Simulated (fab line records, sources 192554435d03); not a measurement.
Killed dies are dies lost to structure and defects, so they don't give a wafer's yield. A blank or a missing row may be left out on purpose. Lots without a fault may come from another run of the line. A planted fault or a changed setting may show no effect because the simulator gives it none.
Problem report in the 8D (eight disciplines) form, filled by code | flow n5_finfet | the parts of the form that need people (team, actions taken, sign-off) are left out

1. THE PROBLEM
run_length_s at N5_PASSIVATION_PECVD_35 reads a mean of 114.8 s on 2 wafers of 2 lots; wafers without a fault read 195.5 s with a standard deviation of 0.44. That is -99 or more standard deviations from the usual mean.
The step: deposits SiNx from SiH4/NH3/N2, target thk 700 nm, time 151.3 s.
First seen on wafer L441.2, day 17 08:59, on pecvd-01. The record holds 18 wafers of 6 lots with a number at this step. Rule for "out", or "out of limits": more than 4 standard deviations from the usual mean. The other wafers with a number count as sound.

2. WHAT IT IS AND WHAT IT IS NOT
question                    | is                | is not
which readings at this step | run_length_s      | heater_power_w, showerhead_plenum_p_Torr, throttle_valve_pct
which lots                  | L441, L447        | L433, L438, L439, L450
which wafers of those lots  | L441.2, L447.3    | L441.4, L441.6, L447.1, L447.6
read on which tools         | pecvd-01          | pecvd-02, pecvd-04
when                        | from day 17 08:59 | up to then (11 sound wafers); but 5 sound wafers of L447, L450 came after

3. SUSPECTS, AND WHAT RULES EACH OUT
Counting: a tool at a process step up to the reading stays a suspect if it ran every lot that is out. Sound lots after the first of them don't rule it out here, since some wafers of a struck lot are sound.
- pecvd-01 at N5_PASSIVATION_PECVD_35 (deposits SiNx from SiH4/NH3/N2, target thk 700 nm, time 151.3 s): kept. It ran every lot that is out, first L441 (day 17 08:59); its last sound lot up to then is L439 (day 15 13:10). Its own readings are out on those wafers: run_length_s.
- Within pecvd-01 at N5_PASSIVATION_PECVD_35: the wafers that are out ran in chamber 1; their sound lot-mates ran in chambers 0, 2.
Left after counting: pecvd-01 at N5_PASSIVATION_PECVD_35.

4. THE CAUSE (what the simulator had put in)
Process parameter drift: pecvd-01, from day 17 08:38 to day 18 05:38, at N5_PASSIVATION_PECVD_35. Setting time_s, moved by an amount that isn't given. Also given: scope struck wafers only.
Counting left only this tool.

5. THE CHAIN OF EFFECTS, in route order
Each row: a reading whose mean over the struck wafers that have a number lies more than 3 standard deviations from the usual. Only readings for which the record gives a usual standard deviation are gone through. hours: the time from each lot's start at the first step in this table that gives one to its start at this step, as a median over the lots. sigmas: the change in usual standard deviations.
hours | step                    | reading      | usual   | on struck wafers | change | sigmas
0     | N5_PASSIVATION_PECVD_35 | run_length_s | 195.5 s | 114.8            | -80.7  | -99 or more
The process steps in it:
- N5_PASSIVATION_PECVD_35: deposits SiNx from SiH4/NH3/N2, target thk 700 nm, time 151.3 s.
Later measuring or inspecting steps at which every struck wafer that the step has a row for has a number for every such reading, and none has moved that far: N5_PASSIVATION_CD_MEAS_44, N5_PASSIVATION_OVL_MEAS_66, N5_PASSIVATION_INSPECT_67.

6. WHAT WOULD HAVE CAUGHT IT SOONER
In this record the first reading out of limits was taken at day 17 08:59, 0 hours after the fault began at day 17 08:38.
